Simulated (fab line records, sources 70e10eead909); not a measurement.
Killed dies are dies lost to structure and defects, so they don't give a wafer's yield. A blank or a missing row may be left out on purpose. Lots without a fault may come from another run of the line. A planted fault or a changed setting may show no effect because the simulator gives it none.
Which tool did it? | flow nand_harc | 12 lots, 36 wafers sampled, at 6 steps of a route of 1302

WHAT THE GAUGES READ, wafer by wafer
NHARC_P_M0_THK_MEAS_24: measures by xrf. Usual: thk_nm 117.6 nm, standard deviation 1.4.
lot  | measured     | on            | thk_nm (nm)       | flag
L649 | day 5 21:17  | film_metro-02 | 117.9 116.5 117.1 |
L652 | day 7 04:48  | film_metro-01 | 117.3 119.4 119.5 |
L653 | day 7 22:36  | film_metro-01 | 117.5 114.6 120.9 |
L654 | day 8 03:21  | film_metro-01 | 116.8 118.6 117.4 |
L657 | day 9 11:32  | film_metro-02 | 118.3 121.3 116.6 |
L659 | day 10 13:19 | film_metro-02 | 116.6 119.0 115.7 |
L661 | day 11 05:47 | film_metro-01 | 115.0 116.5 118.6 |
L664 | day 12 08:50 | film_metro-02 | 115.9 118.8 117.1 |
L665 | day 12 22:15 | film_metro-02 | 116.9 116.5 119.0 |
L666 | day 13 03:51 | film_metro-01 | 116.2 117.4 117.1 |
L669 | day 14 11:38 | film_metro-02 | 117.9 116.7 118.7 |
L671 | day 15 08:14 | film_metro-02 | 117.9 117.6 118.5 |

NHARC_P_M1_CD_MEAS_09: target cd 130 nm. Usual: cd_nm 129.9 nm, standard deviation 0.6.
lot  | measured     | on        | cd_nm (nm)        | flag
L649 | day 5 22:51  | cd_sem-02 | 130.1 130.3 130.0 |
L652 | day 7 06:21  | cd_sem-01 | 130.1 129.4 129.7 |
L653 | day 8 00:09  | cd_sem-02 | 131.0 131.0 130.3 |
L654 | day 8 04:54  | cd_sem-02 | 129.8 129.4 129.3 |
L657 | day 9 13:05  | cd_sem-01 | 129.7 130.9 130.1 |
L659 | day 10 14:52 | cd_sem-02 | 126.2 126.4 127.1 | OFF
L661 | day 11 07:31 | cd_sem-01 | 126.6 127.5 128.0 | OFF
L664 | day 12 10:22 | cd_sem-01 | 130.2 129.4 129.6 |
L665 | day 12 23:48 | cd_sem-02 | 129.8 129.5 130.9 |
L666 | day 13 05:25 | cd_sem-03 | 129.6 129.8 129.5 |
L669 | day 14 13:12 | cd_sem-01 | 130.3 129.2 130.6 |
L671 | day 15 09:53 | cd_sem-03 | 130.4 129.2 129.6 |

NHARC_END_SORT_01. Usual: defect_limited_yield 91.6 %, standard deviation 2.8; killed_at_array 52, standard deviation 18; killed_at_other 0.6, standard deviation 0.83; killed_at_periphery 4.3, standard deviation 2.8; killed_dies 57, standard deviation 19; killed_open 3.4, standard deviation 2; killed_short 2.5, standard deviation 1.7; sort_bin_2_pct 3.0 %, standard deviation 1.1; sort_bin_3_pct 0.6 %, standard deviation 0.41; sort_bin_4_pct 4.7 %, standard deviation 1.6; sort_n_pass 620, standard deviation 19; sort_rim_yield_pct 91 %, standard deviation 3.7; sort_yield_pct 91.6 %, standard deviation 2.8.
lot  | measured     | on        | defect_limited_yield (%) | killed_at_array | killed_at_other | killed_at_periphery | killed_dies | killed_open | killed_short | sort_bin_2_pct (%) | sort_bin_3_pct (%) | sort_bin_4_pct (%) | sort_n_pass | sort_rim_yield_pct (%) | sort_yield_pct (%) | flag
L661 | day 29 17:01 | prober-01 | 93.5                     | 37              | 1               | 6                   | 44          | 4           | 4            | 2.7                | 0                  | 3.8                | 633         | 88                     | 93.5               |

WHICH TOOL RAN EACH LOT (tool, then ch and the chambers of the sampled wafers, then the start)
lot  | NHARC_P_M0_PRE_CLEAN_29                 | NHARC_P_M0_ANNEAL_30             | NHARC_P_M1_EXPOSE_06
L649 | pvd_sputter-03, day 5 20:47 or earlier  | rtp_anneal-02 ch 0, day 5 20:47  | arfi_scanner-03 ch 0, day 5 22:42
L652 | pvd_sputter-03, day 7 04:08 or earlier  | rtp_anneal-01 ch 0, day 7 04:08  | arfi_scanner-02 ch 0, day 7 06:13
L653 | pvd_sputter-01, day 7 21:56 or earlier  | rtp_anneal-01 ch 0, day 7 21:56  | arfi_scanner-03 ch 0, day 8 00:01
L654 | pvd_sputter-01, day 8 02:42 or earlier  | rtp_anneal-02 ch 0, day 8 02:42  | arfi_scanner-02 ch 0, day 8 04:46
L657 | pvd_sputter-01, day 9 10:55 or earlier  | rtp_anneal-01 ch 0, day 9 10:55  | arfi_scanner-01 ch 0, day 9 12:56
L659 | pvd_sputter-03, day 10 12:42 or earlier | rtp_anneal-02 ch 0, day 10 12:42 | arfi_scanner-02 ch 0, day 10 14:44
L661 | pvd_sputter-03, day 11 05:11 or earlier | rtp_anneal-02 ch 0, day 11 05:11 | arfi_scanner-02 ch 0, day 11 07:22
L664 | pvd_sputter-02, day 12 08:10 or earlier | rtp_anneal-02 ch 0, day 12 08:10 | arfi_scanner-01 ch 0, day 12 10:13
L665 | pvd_sputter-03, day 12 21:36 or earlier | rtp_anneal-02 ch 0, day 12 21:36 | arfi_scanner-03 ch 0, day 12 23:40
L666 | pvd_sputter-03, day 13 03:11 or earlier | rtp_anneal-02 ch 0, day 13 03:11 | arfi_scanner-01 ch 0, day 13 05:17
L669 | pvd_sputter-01, day 14 11:02 or earlier | rtp_anneal-02 ch 0, day 14 11:02 | arfi_scanner-01 ch 0, day 14 13:03
L671 | pvd_sputter-01, day 15 07:34 or earlier | rtp_anneal-01 ch 0, day 15 07:34 | arfi_scanner-03 ch 0, day 15 09:44
- NHARC_P_M0_PRE_CLEAN_29: time 30 s.
- NHARC_P_M0_ANNEAL_30: time 90 s.
- NHARC_P_M1_EXPOSE_06: exposes mask P M1, target cd 130 nm.

WHAT THE TOOLS THEMSELVES READ (means of the sampled wafers that have a number; where no wafer has one, the mark that the record gives instead)
NHARC_P_M0_PRE_CLEAN_29. Usual: heater_power_w 415 W, standard deviation 42.
lot  | tool           | heater_power_w (W) | flag
L649 | pvd_sputter-03 | 402                |
L652 | pvd_sputter-03 | 385                |
L653 | pvd_sputter-01 | 407                |
L654 | pvd_sputter-01 | 446                |
L657 | pvd_sputter-01 | 460                |
L659 | pvd_sputter-03 | 390                |
L661 | pvd_sputter-03 | 408                |
L664 | pvd_sputter-02 | 393                |
L665 | pvd_sputter-03 | 399                |
L666 | pvd_sputter-03 | 412                |
L669 | pvd_sputter-01 | 483                |
L671 | pvd_sputter-01 | 455                |

NHARC_P_M0_ANNEAL_30. Usual: wafer_temp_C_max 226.47, standard deviation 0.28.
lot  | tool          | wafer_temp_C_max | flag
L649 | rtp_anneal-02 | 226.78           |
L652 | rtp_anneal-01 | 226.46           |
L653 | rtp_anneal-01 | 226.18           |
L654 | rtp_anneal-02 | 226.66           |
L657 | rtp_anneal-01 | 226.67           |
L659 | rtp_anneal-02 | 226.51           |
L661 | rtp_anneal-02 | 226.40           |
L664 | rtp_anneal-02 | 226.62           |
L665 | rtp_anneal-02 | 226.80           |
L666 | rtp_anneal-02 | 226.67           |
L669 | rtp_anneal-02 | 226.39           |
L671 | rtp_anneal-01 | 226.42           |

NHARC_P_M1_EXPOSE_06. Usual: exposure_dose_mJ_cm2 82.7, standard deviation 0.63.
lot  | tool            | exposure_dose_mJ_cm2 | flag
L649 | arfi_scanner-03 | 82.9                 |
L652 | arfi_scanner-02 | 81.8                 |
L653 | arfi_scanner-03 | 82.9                 |
L654 | arfi_scanner-02 | 81.7                 |
L657 | arfi_scanner-01 | 83.3                 |
L659 | arfi_scanner-02 | 77.0                 | OFF
L661 | arfi_scanner-02 | 78.0                 | OFF
L664 | arfi_scanner-01 | 83.3                 |
L665 | arfi_scanner-03 | 82.9                 |
L666 | arfi_scanner-01 | 83.3                 |
L669 | arfi_scanner-01 | 83.3                 |
L671 | arfi_scanner-03 | 83.0                 |

THE ANSWER, worked out from the rows above alone
Rule: a lot is off if the mean of its wafers that have a number lies more than 3 standard deviations from the usual mean. A lot without any number at a reading at which 4 lots or more have one is off too. The other lots that the step has rows for count as sound. The gauges are gone through in route order, then the tools' own readings, and for those a lot's mean is taken as printed above. The first step at which some lot is off is used, and at that step the reading that is off furthest; a lot without a number counts as furthest.
Off: L659, L661, at NHARC_P_M1_CD_MEAS_09 (cd_nm).
A tool fits if, at a process step before that reading, it ran every lot that is off, and no sound lot after the first of them. The gauges at NHARC_P_M1_CD_MEAS_09 aren't tried: what is off there is off at NHARC_P_M1_EXPOSE_06 too, on other tools, and a gauge's error can't cause that. NHARC_P_M0_PRE_CLEAN_29 gives no start for some lots, so the hours and the order of its lots are those of NHARC_P_M0_ANNEAL_30. One fits: arfi_scanner-02 at NHARC_P_M1_EXPOSE_06. Its last sound lot is L654 (day 8 04:46), its first lot that is off L659 (day 10 14:44): a fault that began between those two fits.
The tool's own readings at NHARC_P_M1_EXPOSE_06 bear it out: on the lots that are off they differ by more than 5 times the standard deviation of the sound lots' means. exposure_dose_mJ_cm2 reads 77.5 there against 82.8 on the sound lots.

WHAT THE SIMULATOR HAD PUT IN
Process parameter drift: arfi_scanner-02, from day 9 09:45 on, at NHARC_P_M1_EXPOSE_06. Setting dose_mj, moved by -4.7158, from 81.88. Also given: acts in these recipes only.
Lots struck among those shown: L659, L661. The rule above found the same.
